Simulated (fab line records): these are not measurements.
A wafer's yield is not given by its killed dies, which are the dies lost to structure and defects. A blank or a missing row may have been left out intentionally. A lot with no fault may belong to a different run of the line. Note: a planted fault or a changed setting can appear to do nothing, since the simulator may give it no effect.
A struck lot beside a sound one	flow n5Finfet	36 steps out of a route of 1938
Sound: these wafers, L682.1, L682.4, L682.5. Struck: wafer L678.2. (L678.3, L678.5 of the same lot were not struck and are left out.) The cause comes at the end.
Each step with rows lists, per side, the tool, then ch with its chambers, then its first start. Under that, the readings that differ: sound wafers	struck wafers	difference of the means	sigmas: that difference in standard deviations of wafers without a fault.
alike: readings whose means differ by less than 2 such deviations, and words and numbers that are the same on both sides. not compared: withheld readings, readings that some wafer has no value for, bounds like >300 that may hide the same value, and numbers for which the record gives no deviation and whose values overlap.
A row with sigmas, a row that says differs or no value, or rows on one side alone: a step with any of these is where the two part. When numbers do not overlap yet have no deviation, they are printed without sigmas and do not part them. A reading missing from all wafers of one side parts the sides only when that side holds two or more wafers.

first, 9 steps without rows for these wafers: N5_BEOL_M4_ANNEAL_95 (time 240 s); N5_BEOL_M4_SPUTTER_96 (material Cu, target thk 4.5 nm, time 8.29 s); N5_BEOL_M4_ECD_50 (material Cu, target thk 300 nm); N5_BEOL_M4_ANNEAL_51 (time 90 s); N5_BEOL_M4_CMP_52 (polishes, stops on SiOC, t overpolish 6.8 s, target thk 40 nm); N5_BEOL_M4_PRE_CLEAN_60 (time 15 s); N5_BEOL_M4_CO_CAP_55 (material Co, precursor CCTBA/H2, target thk 2 nm, time 102.1 s); N5_BEOL_M4_PRE_CLEAN_56 (time 15 s); N5_BEOL_M4_DEP_57 (deposits SiCN from 3MS/NH3, target thk 8 nm, time 14 s).
N5_BEOL_M4_RC_MEAS_101:
  sound on prober-01 ch 0, day 13 21:14; struck on prober-01 ch 0, day 12 23:23
  alike: DIBL_N, DIBL_P, IOFF_N, IOFF_P, ION_N, ION_P, SS_N, SS_P, VT_N, VT_P
then, 24 steps without rows for these wafers: N5_BEOL_M5_ILD_DEP_00 (deposits SiCOH lowk from DEMS/porogen, target thk 140.64 nm, time 25.9 s); N5_BEOL_M5_CURE_79 (cures SiCOH lowk, time 240 s); N5_BEOL_M5_PECVD_70 (deposits SiO2 from TEOS/O2, target thk 16 nm, time 18 s); N5_BEOL_M5_HM_DEP_02 (deposits TiN, target thk 20 nm); N5_BEOL_M5_COAT_59 (time 60 s, resist thk 60 nm); N5_BEOL_M5_COAT_60 (time 60 s, resist thk 12 nm); N5_BEOL_M5_COAT_71 (time 60 s, resist thk 5 nm); N5_BEOL_M5_COAT_05 (resist thk 30 nm); N5_BEOL_M5_EBR_07; N5_BEOL_M5_SOFTBAKE_06 (time 60 s); N5_BEOL_M5_EXPOSE_08 (exposes mask M5, target cd 28 nm); N5_BEOL_M5_PEB_09 (peb time 60 s); N5_BEOL_M5_DEVELOP_10 (develop time 30 s); N5_BEOL_M5_DESCUM_16 (chemistry O2, time 7 s); N5_BEOL_M5_ETCH_72 (etches underlayer in N2/H2, target depth 6.5 nm, time 5.2 s); N5_BEOL_M5_ETCH_61 (etches SiARC in CF4, target depth 15.6 nm, time 26 s); N5_BEOL_M5_ETCH_62 (etches SOC in N2/H2, target depth 75 nm, overetch 15 nm, time 112.5 s); N5_BEOL_M5_STRIP_63 (strips in N2/H2); N5_BEOL_M5_STRIP_73 (strips in N2/H2); N5_BEOL_M5_STRIP_64 (strips in CF4); N5_BEOL_M5_HM_OPEN_17 (chemistry Cl2/BCl3, target TiN, target depth 20 nm, overetch 6 nm); N5_BEOL_M5_STRIP_19 (strips in O2); N5_BEOL_M5_COAT_65 (time 60 s, resist thk 60 nm); N5_BEOL_M5_COAT_66 (time 60 s, resist thk 12 nm).
-- here the record skips 5 days between the struck wafers' starts before and after, leaving off in module BEOL_M5 and picking up in module MIM_TOP (first step shown: number 1838 of the route) --
N5_MIM_TOP_SPUTTER_03: material TiN, target thk 35 nm, time 89.7 s.
  sound: pvdSputter-02 at day 18 08:35; struck: pvdSputter-03 at day 17 18:41
reading	sound	struck	difference	sigmas
model.TiN_of_MIM_TOP_SPUTTER_03.thkNm (nm)	35.2 34.6 35	55.2	+20.3	
  alike: throttleValvePct
N5_PASSIVATION_PROBE_49:
  only the struck wafers here have rows in the record (prober-02, day 18 04:19); the sound ones have none

== WHERE THEY PART ==
Within this record, at N5_PASSIVATION_PROBE_49 only.

WHY: what had been put in by the simulator
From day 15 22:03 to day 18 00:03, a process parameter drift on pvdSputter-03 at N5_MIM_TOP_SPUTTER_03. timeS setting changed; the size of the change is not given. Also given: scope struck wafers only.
